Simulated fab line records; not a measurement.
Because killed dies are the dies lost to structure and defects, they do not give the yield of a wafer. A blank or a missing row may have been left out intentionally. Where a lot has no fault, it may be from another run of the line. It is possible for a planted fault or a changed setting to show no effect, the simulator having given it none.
Which tool did it? ; flow n5Finfet ; 18 wafers from 6 lots sampled at 2 of the route's 1938 steps

== WHAT EACH GAUGE READ, for each wafer ==
N5_WELL_APT_INSPECT_27: inspects for defects (macro).
lot;measured;on;rawDefectCount
L432;day 2 03:22;defectInspect-01;2 2 4
L440;day 4 03:07;defectInspect-01;3 2 3
L442;day 4 14:52;defectInspect-01;3 2 4
L444;day 5 03:17;defectInspect-02;4 3 0
L447;day 5 21:17;defectInspect-01;2 1 3
L451;day 6 20:46;defectInspect-02;1 4 1

== TOOL THAT RAN EACH LOT (tool first, then ch and the chambers of the sampled wafers, then the start) ==
lot;N5_ZERO_LAYER_STRIP_19
L432;wetBench-04 ch 0,6,7, day 2 01:06
L440;wetBench-04 ch 2,5,6, day 4 01:11
L442;wetBench-06 ch 0,5,7, day 4 12:59
L444;wetBench-04 ch 1,4,7, day 5 01:32
L447;wetBench-02 ch 4,6,7, day 5 19:06
L451;wetBench-04 ch 0,4,6, day 6 18:59
- N5_ZERO_LAYER_STRIP_19: strips in SPM, time 900 s.

== THE ANSWER, worked out from the rows above alone ==
Rule: the usual values come from the lots themselves. Put in order of their means at a reading, lots are off if they are a third of the lots or fewer, leave a main group of 4 or more, and stand apart from it by a gap of 3 or more times the standard deviation of the main group's means; of several such gaps the widest counts. A main group whose means are all the same, to the digits that the tables above print for the reading, isn't used. Also off: a lot with no number at a reading for which 4 or more lots have one. All remaining lots with rows at the step are treated as sound.
None of the lots is off at any reading shown; this tells nothing.

== WHAT HAD BEEN PUT IN BY THE SIMULATOR ==
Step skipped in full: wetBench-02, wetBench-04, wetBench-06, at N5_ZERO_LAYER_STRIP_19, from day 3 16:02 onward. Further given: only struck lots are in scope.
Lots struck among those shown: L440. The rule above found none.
